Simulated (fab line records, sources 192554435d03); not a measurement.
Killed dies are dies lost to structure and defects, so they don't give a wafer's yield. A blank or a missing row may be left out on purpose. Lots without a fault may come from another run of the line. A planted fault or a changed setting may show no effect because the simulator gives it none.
Chamber matching | flow n5_finfet | N5_BEOL_M4_ALD_98 on ald_sin-01: 4 sister chambers
The step deposits SiO2, target thk 2.5 nm, pulse time 1 s, co reactant pulse time 1 s. 7 wafers are shown with their chamber, then 6 later ones without.

WAFERS WITH THEIR CHAMBER
wafer  | chamber | heater_power_w (W) | precursor_pulse_height_rel
L148.5 | 3       | 85                 | 0.993
L151.6 | 0       | 86                 | 1.010
L150.4 | 3       | 88                 | 0.974
L150.5 | 1       | 65                 | 0.989
L152.3 | 2       | 86                 | 0.974
L152.6 | 2       | 88                 | 0.976
L153.1 | 1       | 64                 | 0.982

WAFERS WITHOUT THEIR CHAMBER
wafer  | heater_power_w (W) | precursor_pulse_height_rel
L153.5 | 88                 | 0.986
L156.4 | 84                 | 0.985
L156.5 | 86                 | 0.993
L158.2 | 90                 | 1.023
L158.4 | 87                 | 0.995
L158.5 | 88                 | 1.006

WHICH CHAMBER EACH WENT THROUGH
wafer  | from the rows above          | in truth
L153.5 | can't be placed: 3 or 2      | 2
L156.4 | can't be placed: 3 or 2 or 0 | 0
L156.5 | can't be placed: 3 or 0 or 2 | 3
L158.2 | 0                            | 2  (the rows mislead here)
L158.4 | can't be placed: 3 or 0 or 2 | 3
L158.5 | can't be placed: 0 or 3      | 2
Placed correctly: 0 of 6. Can't be placed from these rows: 5 (the true chamber is among the candidates in 4). Placed wrongly: 1.
How it was worked out, from the rows above alone: a wafer's distance from a chamber is the root of the sum, over the readings, of the square of ((its reading less the chamber's mean) divided by the reading's scatter). The wafer belongs to the nearest chamber; if the next one is less than 2 further off, it can't be placed. A chamber's mean is the mean of its shown wafers. The scatter: the root of (the sum of the squares of (reading less its chamber's mean) over the shown wafers, divided by (wafers less chambers)).
